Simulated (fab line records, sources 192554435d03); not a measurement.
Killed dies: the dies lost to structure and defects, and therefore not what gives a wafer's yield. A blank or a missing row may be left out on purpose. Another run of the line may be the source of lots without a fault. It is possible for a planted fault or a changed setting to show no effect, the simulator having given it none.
Matching of chambers	flow n5 finfet	N5_BEOL_M1_PECVD_72 on pecvd-03: 3 sister chambers
The step deposits SiO2 from TEOS/O2, target thk 16 nm, time 18 s. 6 wafers are shown with their chamber, then 9 later ones without.

== EACH WAFER AND ITS CHAMBER ==
wafer	chamber	showerhead plenum p Torr (Torr)	throttle valve pct (%)
L077.2	2	8.85	21.3
L085.4	2	8.84	21.4
L088.3	0	8.86	22.7
L089.1	1	8.74	21.6
L089.3	1	8.76	21.8
L089.4	0	8.87	22.5

== WAFERS WITHOUT THEIR CHAMBER ==
wafer	showerhead plenum p Torr (Torr)	throttle valve pct (%)
L090.2	8.88	22.8
L090.3	8.86	22.6
L090.5	8.88	22.6
L092.2	8.76	21.9
L092.4	8.73	22.1
L092.6	8.84	20.4
L094.1	8.76	21.9
L094.2	8.84	20.3
L094.3	8.81	20.0

== CHAMBER TAKEN BY EACH ==
wafer	from the rows above	in truth
L090.2	0	0
L090.3	0	0
L090.5	0	0
L092.2	1	1
L092.4	1	1
L092.6	2	2
L094.1	1	1
L094.2	2	2
L094.3	2	2
Correct placement for 9 of the 9. Number that these rows cannot place: 0. Wrongly placed: 0.
How it was worked out, from the rows above alone: a wafer's distance from a chamber is the root of the sum, over the readings, of the square of ((its reading less the chamber's mean) divided by the reading's scatter). If the next closest chamber is less than 2 further off than the closest, the wafer can't be placed; otherwise it belongs to the closest. Each chamber's mean is taken over the wafers shown for it. The scatter is the square root of a quotient: the sum, over the shown wafers, of each reading's squared deviation from its chamber's mean, divided by wafers minus chambers.
